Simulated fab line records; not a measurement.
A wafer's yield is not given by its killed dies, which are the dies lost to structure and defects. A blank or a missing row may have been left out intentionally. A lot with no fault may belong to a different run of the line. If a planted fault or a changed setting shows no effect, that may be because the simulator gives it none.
Chamber matching + flow n5-finfet + N5_BEOL_M1_STRIP_36 on rie-diel-02 has 4 sister chambers
The step strips in N2/H2. 16 wafers are shown with their chamber, then 8 later ones without.

== WAFERS, EACH WITH ITS CHAMBER ==
| wafer  | chamber | drypump-motor-current-A (A) | showerhead-plenum-p-Torr (Torr) | throttle-valve-pct (%) |
|--------|---------|-----------------------------|---------------------------------|------------------------|
| L074.2 | 2       | 5.6                         | 2.64                            | 23.51                  |
| L074.4 | 0       | 5.0                         | 2.61                            | 23.43                  |
| L074.6 | 1       | 6.5                         | 2.44                            | 23.51                  |
| L075.2 | 1       | 6.5                         | 2.44                            | 23.48                  |
| L075.4 | 3       | 6.0                         | 2.40                            | 23.16                  |
| L075.5 | 0       | 5.0                         | 2.61                            | 23.45                  |
| L078.1 | 3       | 6.0                         | 2.40                            | 23.16                  |
| L078.4 | 0       | 5.0                         | 2.61                            | 23.43                  |
| L078.5 | 2       | 5.6                         | 2.63                            | 23.51                  |
| L085.3 | 3       | 6.0                         | 2.39                            | 23.21                  |
| L085.4 | 1       | 6.4                         | 2.43                            | 23.55                  |
| L085.6 | 0       | 5.0                         | 2.60                            | 23.45                  |
| L090.4 | 3       | 6.0                         | 2.39                            | 23.19                  |
| L090.5 | 1       | 6.4                         | 2.42                            | 23.59                  |
| L090.6 | 2       | 5.5                         | 2.62                            | 23.53                  |
| L092.3 | 1       | 6.4                         | 2.42                            | 23.56                  |

SIGNATURES (averages over the wafers above)
| reading                  | chamber 0 | chamber 1 | chamber 2 | chamber 3 | scatter within a chamber |
|--------------------------|-----------|-----------|-----------|-----------|--------------------------|
| drypump-motor-current-A  | 5.000     | 6.440     | 5.567     | 6.000     | 0.0394                   |
| showerhead-plenum-p-Torr | 2.6075    | 2.4300    | 2.6300    | 2.3950    | 0.00804                  |
| throttle-valve-pct       | 23.4400   | 23.5380   | 23.5167   | 23.1800   | 0.0288                   |
Rule: for each reading, subtract the chamber's mean from the wafer's reading, divide by that reading's scatter and square the result; add these up over the readings and take the root, which gives the wafer's distance from the chamber. The wafer belongs to the nearest chamber; if the next one is less than 2 further off, it can't be placed. How the scatter is found: for the shown wafers, subtract from each reading the mean of its chamber, square and add these, divide the total by (wafers less chambers), then take the root.

== WAFERS MISSING THEIR CHAMBER ==
| wafer  | drypump-motor-current-A (A) | showerhead-plenum-p-Torr (Torr) | throttle-valve-pct (%) |
|--------|-----------------------------|---------------------------------|------------------------|
| L092.4 | 6.4                         | 2.42                            | 23.58                  |
| L092.5 | 5.6                         | 2.62                            | 23.54                  |
| L095.2 | 6.0                         | 2.38                            | 23.21                  |
| L095.3 | 5.6                         | 2.62                            | 23.55                  |
| L095.6 | 5.0                         | 2.60                            | 22.92                  |
| L097.1 | 6.4                         | 2.42                            | 23.57                  |
| L097.2 | 5.6                         | 2.62                            | 23.55                  |
| L097.4 | 5.0                         | 2.60                            | 22.92                  |

== CHAMBER TAKEN BY EACH ==
| wafer  | from the rows above | in truth |
|--------|---------------------|----------|
| L092.4 | 1                   | 1        |
| L092.5 | 2                   | 2        |
| L095.2 | 3                   | 3        |
| L095.3 | 2                   | 2        |
| L095.6 | 0                   | 0        |
| L097.1 | 1                   | 1        |
| L097.2 | 2                   | 2        |
| L097.4 | 0                   | 0        |
Correctly placed: 8 of 8. Can't be placed from these rows: 0. Number placed wrongly: 0.
